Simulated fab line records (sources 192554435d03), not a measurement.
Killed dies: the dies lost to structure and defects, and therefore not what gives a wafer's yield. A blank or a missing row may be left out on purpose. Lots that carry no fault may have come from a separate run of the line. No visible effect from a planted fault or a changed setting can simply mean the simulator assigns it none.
Matching of chambers | flow n5Finfet | N5_BEOL_M10_ILD_DEP_00 on pecvd-04 has 3 sister chambers
The step deposits SiCOH lowk from DEMS/porogen, target thk 308.51 nm, time 58 s. 14 wafers are shown with their chamber, then 7 later ones without.

## WAFERS WITH THEIR CHAMBER
wafer  | chamber | throttleValvePct (%) | heaterPowerW (W) | heaterPowerOuterW (W)
L078.2 | 2       | 13.3                 | 328              | 153
L078.5 | 2       | 13.3                 | 331              | 166
L078.6 | 1       | 14.3                 | 403              | 174
L077.1 | 2       | 13.4                 | 331              | 157
L077.4 | 2       | 13.5                 | 338              | 164
L077.5 | 1       | 14.2                 | 472              | 221
L087.2 | 0       | 14.3                 | 362              | 157
L087.3 | 2       | 13.6                 | 296              | 137
L087.5 | 1       | 14.1                 | 476              | 228
L094.1 | 1       | 14.4                 | 465              | 217
L094.2 | 2       | 13.3                 | 288              | 125
L094.4 | 0       | 14.4                 | 401              | 184
L095.1 | 0       | 14.3                 | 390              | 176
L095.3 | 1       | 14.2                 | 447              | 206

SIGNATURES (means of the wafers above)
reading           | chamber 0 | chamber 1 | chamber 2 | scatter within a chamber
throttleValvePct  | 14.333    | 14.240    | 13.400    | 0.112
heaterPowerW      | 384.33    | 452.60    | 318.67    | 24.5
heaterPowerOuterW | 172.33    | 209.20    | 150.33    | 17.8
Rule: a wafer's distance from a chamber is the root of the sum, over the readings, of the square of ((its reading less the chamber's mean) divided by the reading's scatter). If the next closest chamber is less than 2 further off than the closest, the wafer can't be placed; otherwise it belongs to the closest. The scatter is the square root of a quotient: the sum, over the shown wafers, of each reading's squared deviation from its chamber's mean, divided by wafers minus chambers.

## WAFERS WITHOUT THEIR CHAMBER
wafer  | throttleValvePct (%) | heaterPowerW (W) | heaterPowerOuterW (W)
L095.4 | 14.4                 | 410              | 183
L096.2 | 14.5                 | 350              | 149
L096.3 | 14.3                 | 459              | 220
L096.6 | 13.3                 | 261              | 108
L097.3 | 14.3                 | 470              | 220
L097.5 | 13.4                 | 280              | 123
L097.6 | 14.6                 | 395              | 194

## THE CHAMBER EACH PASSED THROUGH
wafer  | from the rows above     | in truth
L095.4 | can't be placed: 0 or 1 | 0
L096.2 | 0                       | 0
L096.3 | 1                       | 1
L096.6 | 2                       | 2
L097.3 | 1                       | 1
L097.5 | 2                       | 2
L097.6 | can't be placed: 0 or 1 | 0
Correct placement for 5 of the 7. From these rows, 2 cannot be placed; in 2 the true chamber is one of the candidates. Number placed wrongly: 0.
